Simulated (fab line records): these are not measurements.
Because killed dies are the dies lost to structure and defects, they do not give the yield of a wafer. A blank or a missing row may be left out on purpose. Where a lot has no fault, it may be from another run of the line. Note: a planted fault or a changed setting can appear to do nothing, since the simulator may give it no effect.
What tool caused it? ; flow n5Finfet ; Sampling: 14 lots, 36 wafers, 4 of 1938 route steps

== WHAT THE GAUGES SHOWED, per wafer ==
The record lacks any reading of a measuring or inspecting step that a usual standard deviation could be used to judge.

== EACH LOT AND THE TOOL THAT RAN IT (in order: tool; ch and the chambers of the sampled wafers; start) ==
lot;N5_BEOL_M9_DEP_56;N5_BEOL_M10_ILD_DEP_00;N5_BEOL_M10_PEB_09;N5_BEOL_M10_ETCH_62
L360;pecvd-02 ch 2, day 10 01:09;pecvd-03 ch 0, day 10 01:19;lithoTrack-01 ch 0, day 10 03:51;rieDiel-06 ch 1,3, day 10 04:11
L361;pecvd-03 ch 0,1, day 10 10:00;pecvd-01 ch 1,2, day 10 10:10;lithoTrack-04 ch 0, day 10 12:46;rieDiel-06 ch 0,1,2, day 10 13:00
L363;pecvd-02 ch 0,1, day 10 18:25;pecvd-02 ch 0,2, day 10 18:32;lithoTrack-04 ch 0, day 10 20:41;rieDiel-05 ch 2,3, day 10 21:17
L362;pecvd-02 ch 0,2, day 11 10:41;pecvd-01 ch 0,1, day 11 10:50;lithoTrack-03 ch 0, day 11 15:27;rieDiel-04 ch 0,1, day 11 16:13
L365;pecvd-03 ch 1,2, day 11 12:12;pecvd-02 ch 0,1, day 11 12:20;lithoTrack-04 ch 0, day 11 15:37;rieDiel-05 ch 0,1,2, day 11 16:20
L368;pecvd-04 ch 0,1,2, day 12 12:23;pecvd-02 ch 0,1,2, day 12 12:31;lithoTrack-03 ch 0, day 12 14:49;rieDiel-04 ch 1,2, day 12 15:03
L364;pecvd-04 ch 0,1, day 12 16:32;pecvd-01 ch 0,1, day 12 16:40;lithoTrack-03 ch 0, day 12 18:23;rieDiel-05 ch 0,1, day 12 18:37
L369;pecvd-02 ch 0,1, day 12 21:08;pecvd-03 ch 0,1, day 12 21:17;lithoTrack-04 ch 0, day 12 22:52;rieDiel-06 ch 0,3, day 12 23:32
L375;pecvd-04 ch 0,1,2, day 15 05:34;pecvd-01 ch 0,1, day 15 05:42;lithoTrack-04, day 15 07:59;rieDiel-05 ch 0,2,3, day 15 08:32
L377;pecvd-04 ch 0,1,2, day 15 09:23;pecvd-03 ch 1,2, day 15 09:31;lithoTrack-01, day 15 11:19;rieDiel-05 ch 1,2,3, day 15 11:40
L381;pecvd-04 ch 1,2, day 16 00:10;pecvd-01 ch 0,2, day 16 00:19;lithoTrack-01 ch 0, day 16 02:23;rieDiel-06 ch 0,3, day 16 02:39
L380;pecvd-03 ch 0,1, day 16 00:45;pecvd-01 ch 0, day 16 00:53;lithoTrack-04 ch 0, day 16 02:54;rieDiel-04 ch 0,3, day 16 03:24
L383;pecvd-03 ch 0,2, day 16 06:29;pecvd-01 ch 1, day 16 06:37;lithoTrack-03 ch 0, day 16 10:31;rieDiel-06 ch 0,2, day 16 10:46
L382;pecvd-03 ch 0,1,2, day 16 07:17;pecvd-01 ch 0,1,2, day 16 07:26;lithoTrack-04 ch 0, day 16 10:57;rieDiel-04 ch 1,2, day 16 11:11
- N5_BEOL_M9_DEP_56: deposits SiCN from 3MS/NH3, target thk 15 nm, time 26.5 s.
- N5_BEOL_M10_ILD_DEP_00: deposits SiCOH lowk from DEMS/porogen, target thk 308.51 nm, time 58 s.
- N5_BEOL_M10_PEB_09: peb time 60 s.
- N5_BEOL_M10_ETCH_62: etches SOC in N2/H2, target depth 110 nm, overetch 22 nm, time 165 s.

== WHAT THE TOOLS THEMSELVES READ (means of the sampled wafers that have a number; where no wafer has one, the mark that the record gives instead) ==
N5_BEOL_M9_DEP_56. Usual: showerheadPlenumPTorr 3.667 Torr, standard deviation 0.013; showerheadVppV 885 V, standard deviation 26; throttleValvePct 9.09 %, standard deviation 0.29.
lot;tool;showerheadPlenumPTorr (Torr);showerheadVppV (V);throttleValvePct (%);flag
L360;pecvd-02;3.671;916;9.00;
L361;pecvd-03;3.657;848;8.96;
L363;pecvd-02;3.674;902;8.77;
L362;pecvd-02;3.670;909;8.96;
L365;pecvd-03;3.650;847;9.10;
L368;pecvd-04;3.675;878;9.06;
L364;pecvd-04;3.668;887;9.11;
L369;pecvd-02;3.675;898;8.88;
L375;pecvd-04;3.673;887;9.25;
L377;pecvd-04;3.675;886;9.05;
L381;pecvd-04;3.680;882;9.25;
L380;pecvd-03;3.643;867;9.23;
L383;pecvd-03;3.670;852;8.96;
L382;pecvd-03;3.655;858;9.02;

N5_BEOL_M10_ILD_DEP_00. Usual: heaterPowerW 324 W, standard deviation 42; showerheadPlenumPTorr 5.748 Torr, standard deviation 0.018; showerheadVppV 1345 V, standard deviation 64; throttleValvePct 13.5 %, standard deviation 0.37.
lot;tool;heaterPowerW (W);showerheadPlenumPTorr (Torr);showerheadVppV (V);throttleValvePct (%);flag
L360;pecvd-03;286;5.735;1358;13.8;
L361;pecvd-01;326;5.764;1352;13.4;
L363;pecvd-02;285;5.743;1439;13.6;
L362;pecvd-01;295;5.761;1331;13.1;
L365;pecvd-02;382;5.755;1419;13.7;
L368;pecvd-02;334;5.744;1437;13.7;
L364;pecvd-01;327;5.760;1309;13.6;
L369;pecvd-03;288;5.723;1366;14.0;
L375;pecvd-01;327;5.764;1362;13.3;
L377;pecvd-03;311;5.715;1348;14.1;
L381;pecvd-01;310;5.752;1286;13.4;
L380;pecvd-01;308;5.765;1273;13.2;
L383;pecvd-01;356;5.750;1394;13.1;
L382;pecvd-01;338;5.759;1307;13.4;

N5_BEOL_M10_PEB_09. Usual: chillPlateTempC 22.99 C, standard deviation 0.11; exhaustPa 44.8 Pa, standard deviation 0.82.
lot;tool;chillPlateTempC (C);exhaustPa (Pa);flag
L360;lithoTrack-01;23.01;44.5;
L361;lithoTrack-04;22.98;43.7;
L363;lithoTrack-04;23.06;45.1;
L362;lithoTrack-03;23.18;45.7;
L365;lithoTrack-04;22.97;45.0;
L368;lithoTrack-03;22.97;44.8;
L364;lithoTrack-03;23.03;44.8;
L369;lithoTrack-04;22.89;43.8;
L375;lithoTrack-04;-;-;OFF
L377;lithoTrack-01;-;-;OFF
L381;lithoTrack-01;22.84;44.3;
L380;lithoTrack-04;23.05;44.4;
L383;lithoTrack-03;23.12;45.2;
L382;lithoTrack-04;23.04;45.0;

N5_BEOL_M10_ETCH_62. Usual: biasW 150.0 W, standard deviation 0.47; drypumpMotorCurrentA 5.7 A, standard deviation 0.4; oesProductAu 0.71 a.u., standard deviation 0.063; rfVppV 524.7 V, standard deviation 2; showerheadPlenumPTorr 2.57 Torr, standard deviation 0.067; throttleValvePct 17.71 %, standard deviation 0.22.
lot;tool;biasW (W);drypumpMotorCurrentA (A);oesProductAu (a.u.);rfVppV (V);showerheadPlenumPTorr (Torr);throttleValvePct (%);flag
L360;rieDiel-06;150.0;6.1;0.77;525.5;2.59;17.41;
L361;rieDiel-06;150.0;6.1;0.71;523.2;2.52;17.53;
L363;rieDiel-05;149.7;6.0;0.60;523.4;2.56;18.16;
L362;rieDiel-04;150.2;5.4;0.80;525.8;2.60;17.74;
L365;rieDiel-05;150.1;5.7;0.69;525.9;2.59;17.79;
L368;rieDiel-04;150.2;5.7;0.70;525.3;2.63;17.82;
L364;rieDiel-05;150.2;5.6;0.72;523.2;2.52;17.77;
L369;rieDiel-06;149.9;5.6;0.64;521.9;2.48;17.71;
L375;rieDiel-05;149.6;5.7;0.71;523.9;2.55;17.96;
L377;rieDiel-05;150.0;6.0;0.70;524.8;2.57;17.80;
L381;rieDiel-06;150.1;5.6;0.75;527.6;2.63;17.54;
L380;rieDiel-04;150.1;5.3;0.72;524.7;2.52;17.67;
L383;rieDiel-06;150.4;5.8;0.76;526.8;2.62;17.50;
L382;rieDiel-04;149.9;5.7;0.67;525.5;2.62;17.88;

== THE ANSWER, worked out from the rows above alone ==
Rule: lot off if the mean of its wafers having a number is beyond 3 standard deviations from the usual mean. Also off: a lot with no number at a reading for which 4 or more lots have one. The other lots that the step has rows for count as sound. Order of review: gauges by route order, followed by the tools' own readings, for which a lot's mean as printed above is used. At the first step where some lot is off, the reading lying furthest off is the one used; lots without a number count as furthest.
Off, at N5_BEOL_M10_PEB_09 on chillPlateTempC: L375, L377. Without a number there: L375, L377.
A tool fits if, at that step or a process step before it, it ran every lot that is off, and no sound lot after the first of them. Not one of the candidates tried fits.

== WHAT THE SIMULATOR HAD INSERTED ==
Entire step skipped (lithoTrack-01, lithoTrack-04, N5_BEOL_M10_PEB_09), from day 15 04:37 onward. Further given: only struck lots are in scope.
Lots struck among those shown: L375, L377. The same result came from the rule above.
